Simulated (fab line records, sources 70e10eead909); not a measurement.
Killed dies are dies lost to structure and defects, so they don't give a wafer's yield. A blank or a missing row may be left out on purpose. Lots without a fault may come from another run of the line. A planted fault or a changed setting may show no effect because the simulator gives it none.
Chamber matching | flow nand_harc | NHARC_A_CHANNEL_FILL_D1_ALD_02 on ald_hk-03: 4 sister chambers
The step deposits SiO2, target thk 6 nm, pulse time 10 s, ald cycles 60. 4 wafers are shown with their chamber, then 12 later ones without.

WAFERS WITH THEIR CHAMBER
wafer  | chamber | heater_power_w (W)
L086.6 | 2       | 416
L089.1 | 1       | 435
L090.3 | 3       | 431
L090.6 | 0       | 414

WAFERS WITHOUT THEIR CHAMBER
wafer  | heater_power_w (W)
L088.1 | 426
L088.4 | 413
L088.6 | 409
L093.1 | 415
L093.3 | 432
L093.6 | 398
L094.1 | 412
L094.3 | 411
L094.4 | 438
L097.2 | 401
L097.4 | 417
L097.5 | 422

WHICH CHAMBER EACH WENT THROUGH
wafer  | from the rows above               | in truth
L088.1 | can't be placed: 3 or 1 or 2 or 0 | 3
L088.4 | can't be placed: 0 or 2           | 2
L088.6 | can't be placed: 0 or 2           | 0
L093.1 | can't be placed: 0 or 2           | 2
L093.3 | can't be placed: 3 or 1           | 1
L093.6 | can't be placed: 0 or 2           | 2
L094.1 | can't be placed: 0 or 2           | 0
L094.3 | can't be placed: 0 or 2           | 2
L094.4 | can't be placed: 1 or 3           | 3
L097.2 | can't be placed: 0 or 2           | 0
L097.4 | can't be placed: 2 or 0 or 3      | 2
L097.5 | can't be placed: 2 or 0 or 3 or 1 | 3
Placed correctly: 0 of 12. Can't be placed from these rows: 12 (the true chamber is among the candidates in 12). Placed wrongly: 0.
How it was worked out, from the rows above alone: a wafer's distance from a chamber is the root of the sum, over the readings, of the square of ((its reading less the chamber's mean) divided by the reading's scatter). The wafer belongs to the nearest chamber; if the next one is less than 2 further off, it can't be placed. A chamber's mean is the mean of its shown wafers. The scatter: with one shown wafer a chamber, the root of the mean of the squares of how far each hidden wafer lies from its nearest shown one.
